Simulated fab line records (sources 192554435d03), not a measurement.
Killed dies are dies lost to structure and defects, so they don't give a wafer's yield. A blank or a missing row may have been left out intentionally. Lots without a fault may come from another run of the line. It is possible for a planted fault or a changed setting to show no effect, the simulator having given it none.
Matching of chambers || flow n5-finfet || N5_BEOL_M7_STRIP_67 on rie-diel-05 has 4 sister chambers
The step strips in CF4. 14 wafers are shown with their chamber, then 7 later ones without.

## EACH WAFER AND ITS CHAMBER
{"wafer": "L076.1", "chamber": 2, "showerhead-plenum-p-Torr (Torr)": 1.72, "drypump-motor-current-A (A)": 5.2, "throttle-valve-pct (%)": 14.05}
{"wafer": "L076.3", "chamber": 3, "showerhead-plenum-p-Torr (Torr)": 1.83, "drypump-motor-current-A (A)": 5.7, "throttle-valve-pct (%)": 13.52}
{"wafer": "L076.4", "chamber": 1, "showerhead-plenum-p-Torr (Torr)": 1.80, "drypump-motor-current-A (A)": 5.3, "throttle-valve-pct (%)": 13.62}
{"wafer": "L078.2", "chamber": 3, "showerhead-plenum-p-Torr (Torr)": 1.83, "drypump-motor-current-A (A)": 5.7, "throttle-valve-pct (%)": 13.54}
{"wafer": "L078.3", "chamber": 1, "showerhead-plenum-p-Torr (Torr)": 1.80, "drypump-motor-current-A (A)": 5.4, "throttle-valve-pct (%)": 13.64}
{"wafer": "L078.6", "chamber": 2, "showerhead-plenum-p-Torr (Torr)": 1.72, "drypump-motor-current-A (A)": 5.2, "throttle-valve-pct (%)": 14.07}
{"wafer": "L079.1", "chamber": 0, "showerhead-plenum-p-Torr (Torr)": 1.76, "drypump-motor-current-A (A)": 5.9, "throttle-valve-pct (%)": 13.48}
{"wafer": "L079.5", "chamber": 2, "showerhead-plenum-p-Torr (Torr)": 1.72, "drypump-motor-current-A (A)": 5.2, "throttle-valve-pct (%)": 14.07}
{"wafer": "L079.6", "chamber": 3, "showerhead-plenum-p-Torr (Torr)": 1.83, "drypump-motor-current-A (A)": 5.7, "throttle-valve-pct (%)": 13.54}
{"wafer": "L081.4", "chamber": 3, "showerhead-plenum-p-Torr (Torr)": 1.83, "drypump-motor-current-A (A)": 5.7, "throttle-valve-pct (%)": 13.56}
{"wafer": "L081.5", "chamber": 0, "showerhead-plenum-p-Torr (Torr)": 1.76, "drypump-motor-current-A (A)": 5.9, "throttle-valve-pct (%)": 13.48}
{"wafer": "L081.6", "chamber": 3, "showerhead-plenum-p-Torr (Torr)": 1.83, "drypump-motor-current-A (A)": 5.7, "throttle-valve-pct (%)": 13.56}
{"wafer": "L086.3", "chamber": 3, "showerhead-plenum-p-Torr (Torr)": 1.83, "drypump-motor-current-A (A)": 5.7, "throttle-valve-pct (%)": 13.57}
{"wafer": "L086.4", "chamber": 1, "showerhead-plenum-p-Torr (Torr)": 1.79, "drypump-motor-current-A (A)": 5.4, "throttle-valve-pct (%)": 13.67}

SIGNATURES (means of the wafers above)
{"reading": "showerhead-plenum-p-Torr", "chamber 0": 1.7600, "chamber 1": 1.7967, "chamber 2": 1.7200, "chamber 3": 1.8300, "scatter within a chamber": 0.00258}
{"reading": "drypump-motor-current-A", "chamber 0": 5.900, "chamber 1": 5.367, "chamber 2": 5.200, "chamber 3": 5.700, "scatter within a chamber": 0.0258}
{"reading": "throttle-valve-pct", "chamber 0": 13.4800, "chamber 1": 13.6433, "chamber 2": 14.0633, "chamber 3": 13.5483, "scatter within a chamber": 0.0179}
Rule: a wafer lies at a distance from a chamber equal to the root of the sum of squares, over the readings, of (its reading less the chamber's mean, divided by the reading's scatter). If the next closest chamber is less than 2 further off than the closest, the wafer can't be placed; otherwise it belongs to the closest. The scatter is the square root of a quotient: the sum, over the shown wafers, of each reading's squared deviation from its chamber's mean, divided by wafers minus chambers.

## WAFERS WITH NO CHAMBER GIVEN
{"wafer": "L086.5", "showerhead-plenum-p-Torr (Torr)": 1.82, "drypump-motor-current-A (A)": 5.7, "throttle-valve-pct (%)": 13.56}
{"wafer": "L089.2", "showerhead-plenum-p-Torr (Torr)": 1.79, "drypump-motor-current-A (A)": 5.4, "throttle-valve-pct (%)": 13.68}
{"wafer": "L089.3", "showerhead-plenum-p-Torr (Torr)": 1.76, "drypump-motor-current-A (A)": 5.9, "throttle-valve-pct (%)": 13.49}
{"wafer": "L089.5", "showerhead-plenum-p-Torr (Torr)": 1.79, "drypump-motor-current-A (A)": 5.4, "throttle-valve-pct (%)": 13.68}
{"wafer": "L097.2", "showerhead-plenum-p-Torr (Torr)": 1.75, "drypump-motor-current-A (A)": 5.9, "throttle-valve-pct (%)": 13.52}
{"wafer": "L097.3", "showerhead-plenum-p-Torr (Torr)": 1.82, "drypump-motor-current-A (A)": 5.7, "throttle-valve-pct (%)": 13.61}
{"wafer": "L097.5", "showerhead-plenum-p-Torr (Torr)": 1.75, "drypump-motor-current-A (A)": 5.9, "throttle-valve-pct (%)": 13.54}

## CHAMBER TAKEN BY EACH
{"wafer": "L086.5", "from the rows above": 3, "in truth": 3}
{"wafer": "L089.2", "from the rows above": 1, "in truth": 1}
{"wafer": "L089.3", "from the rows above": 0, "in truth": 0}
{"wafer": "L089.5", "from the rows above": 1, "in truth": 1}
{"wafer": "L097.2", "from the rows above": 0, "in truth": 0}
{"wafer": "L097.3", "from the rows above": 3, "in truth": 3}
{"wafer": "L097.5", "from the rows above": 0, "in truth": 0}
Correctly placed: 7 of 7. Number that these rows cannot place: 0. Wrongly placed: 0.
